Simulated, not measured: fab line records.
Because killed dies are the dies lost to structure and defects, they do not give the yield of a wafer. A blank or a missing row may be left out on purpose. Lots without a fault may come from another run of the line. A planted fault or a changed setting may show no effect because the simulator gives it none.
Matching of chambers || flow n5Finfet || N5_BEOL_M7_VIA_ETCH_34 on rieDiel-06 has 4 sister chambers
The step etches SiCOH lowk in C4F6/O2, target depth 125.5 nm, time 50.5 s. 22 wafers are shown with their chamber, then 11 later ones without.

EACH WAFER AND ITS CHAMBER
{"wafer": "L074.1", "chamber": 1, "rfVppV (V)": 678, "showerheadPlenumPTorr (Torr)": 2.82, "throttleValvePct (%)": 21.41}
{"wafer": "L074.2", "chamber": 3, "rfVppV (V)": 656, "showerheadPlenumPTorr (Torr)": 2.90, "throttleValvePct (%)": 20.40}
{"wafer": "L074.5", "chamber": 3, "rfVppV (V)": 656, "showerheadPlenumPTorr (Torr)": 2.90, "throttleValvePct (%)": 20.40}
{"wafer": "L076.3", "chamber": 2, "rfVppV (V)": 675, "showerheadPlenumPTorr (Torr)": 2.86, "throttleValvePct (%)": 21.03}
{"wafer": "L076.4", "chamber": 1, "rfVppV (V)": 677, "showerheadPlenumPTorr (Torr)": 2.81, "throttleValvePct (%)": 21.40}
{"wafer": "L076.6", "chamber": 1, "rfVppV (V)": 679, "showerheadPlenumPTorr (Torr)": 2.81, "throttleValvePct (%)": 21.41}
{"wafer": "L077.4", "chamber": 3, "rfVppV (V)": 656, "showerheadPlenumPTorr (Torr)": 2.89, "throttleValvePct (%)": 20.44}
{"wafer": "L077.5", "chamber": 1, "rfVppV (V)": 677, "showerheadPlenumPTorr (Torr)": 2.81, "throttleValvePct (%)": 21.42}
{"wafer": "L077.6", "chamber": 0, "rfVppV (V)": 673, "showerheadPlenumPTorr (Torr)": 2.91, "throttleValvePct (%)": 20.88}
{"wafer": "L084.1", "chamber": 3, "rfVppV (V)": 658, "showerheadPlenumPTorr (Torr)": 2.89, "throttleValvePct (%)": 20.45}
{"wafer": "L084.3", "chamber": 2, "rfVppV (V)": 676, "showerheadPlenumPTorr (Torr)": 2.85, "throttleValvePct (%)": 21.08}
{"wafer": "L084.6", "chamber": 3, "rfVppV (V)": 657, "showerheadPlenumPTorr (Torr)": 2.89, "throttleValvePct (%)": 20.44}
{"wafer": "L087.2", "chamber": 2, "rfVppV (V)": 674, "showerheadPlenumPTorr (Torr)": 2.85, "throttleValvePct (%)": 21.07}
{"wafer": "L087.3", "chamber": 3, "rfVppV (V)": 656, "showerheadPlenumPTorr (Torr)": 2.89, "throttleValvePct (%)": 20.43}
{"wafer": "L087.6", "chamber": 1, "rfVppV (V)": 678, "showerheadPlenumPTorr (Torr)": 2.81, "throttleValvePct (%)": 21.45}
{"wafer": "L088.2", "chamber": 3, "rfVppV (V)": 656, "showerheadPlenumPTorr (Torr)": 2.88, "throttleValvePct (%)": 20.44}
{"wafer": "L088.4", "chamber": 3, "rfVppV (V)": 656, "showerheadPlenumPTorr (Torr)": 2.88, "throttleValvePct (%)": 20.46}
{"wafer": "L088.6", "chamber": 0, "rfVppV (V)": 673, "showerheadPlenumPTorr (Torr)": 2.91, "throttleValvePct (%)": 20.55}
{"wafer": "L089.2", "chamber": 3, "rfVppV (V)": 654, "showerheadPlenumPTorr (Torr)": 2.88, "throttleValvePct (%)": 20.44}
{"wafer": "L089.3", "chamber": 2, "rfVppV (V)": 674, "showerheadPlenumPTorr (Torr)": 2.85, "throttleValvePct (%)": 21.10}
{"wafer": "L089.6", "chamber": 2, "rfVppV (V)": 675, "showerheadPlenumPTorr (Torr)": 2.85, "throttleValvePct (%)": 21.10}
{"wafer": "L092.3", "chamber": 0, "rfVppV (V)": 672, "showerheadPlenumPTorr (Torr)": 2.90, "throttleValvePct (%)": 20.57}

SIGNATURES (averages over the wafers above)
{"reading": "rfVppV", "chamber 0": 672.67, "chamber 1": 677.80, "chamber 2": 674.80, "chamber 3": 656.11, "scatter within a chamber": 0.918}
{"reading": "showerheadPlenumPTorr", "chamber 0": 2.9067, "chamber 1": 2.8120, "chamber 2": 2.8520, "chamber 3": 2.8889, "scatter within a chamber": 0.00631}
{"reading": "throttleValvePct", "chamber 0": 20.6667, "chamber 1": 21.4180, "chamber 2": 21.0760, "chamber 3": 20.4333, "scatter within a chamber": 0.0653}
Rule: for each reading, subtract the chamber's mean from the wafer's reading, divide by that reading's scatter and square the result; add these up over the readings and take the root, which gives the wafer's distance from the chamber. If the next closest chamber is less than 2 further off than the closest, the wafer can't be placed; otherwise it belongs to the closest. The scatter: the root of (the sum of the squares of (reading less its chamber's mean) over the shown wafers, divided by (wafers less chambers)).

WAFERS WHOSE CHAMBER IS MISSING
{"wafer": "L092.4", "rfVppV (V)": 673, "showerheadPlenumPTorr (Torr)": 2.85, "throttleValvePct (%)": 21.10}
{"wafer": "L092.6", "rfVppV (V)": 656, "showerheadPlenumPTorr (Torr)": 2.88, "throttleValvePct (%)": 20.45}
{"wafer": "L093.1", "rfVppV (V)": 672, "showerheadPlenumPTorr (Torr)": 2.90, "throttleValvePct (%)": 20.57}
{"wafer": "L093.3", "rfVppV (V)": 657, "showerheadPlenumPTorr (Torr)": 2.88, "throttleValvePct (%)": 20.45}
{"wafer": "L093.4", "rfVppV (V)": 674, "showerheadPlenumPTorr (Torr)": 2.84, "throttleValvePct (%)": 21.09}
{"wafer": "L095.2", "rfVppV (V)": 657, "showerheadPlenumPTorr (Torr)": 2.88, "throttleValvePct (%)": 20.47}
{"wafer": "L095.5", "rfVppV (V)": 672, "showerheadPlenumPTorr (Torr)": 2.90, "throttleValvePct (%)": 20.57}
{"wafer": "L095.6", "rfVppV (V)": 656, "showerheadPlenumPTorr (Torr)": 2.88, "throttleValvePct (%)": 20.47}
{"wafer": "L097.1", "rfVppV (V)": 677, "showerheadPlenumPTorr (Torr)": 2.80, "throttleValvePct (%)": 21.10}
{"wafer": "L097.2", "rfVppV (V)": 672, "showerheadPlenumPTorr (Torr)": 2.90, "throttleValvePct (%)": 20.57}
{"wafer": "L097.4", "rfVppV (V)": 655, "showerheadPlenumPTorr (Torr)": 2.88, "throttleValvePct (%)": 20.46}

CHAMBER TAKEN BY EACH
{"wafer": "L092.4", "from the rows above": 2, "in truth": 2}
{"wafer": "L092.6", "from the rows above": 3, "in truth": 3}
{"wafer": "L093.1", "from the rows above": 0, "in truth": 0}
{"wafer": "L093.3", "from the rows above": 3, "in truth": 3}
{"wafer": "L093.4", "from the rows above": 2, "in truth": 2}
{"wafer": "L095.2", "from the rows above": 3, "in truth": 3}
{"wafer": "L095.5", "from the rows above": 0, "in truth": 0}
{"wafer": "L095.6", "from the rows above": 3, "in truth": 3}
{"wafer": "L097.1", "from the rows above": 1, "in truth": 1}
{"wafer": "L097.2", "from the rows above": 0, "in truth": 0}
{"wafer": "L097.4", "from the rows above": 3, "in truth": 3}
11 of 11 placed correctly. Left unplaced by these rows: 0. 0 placed wrongly.
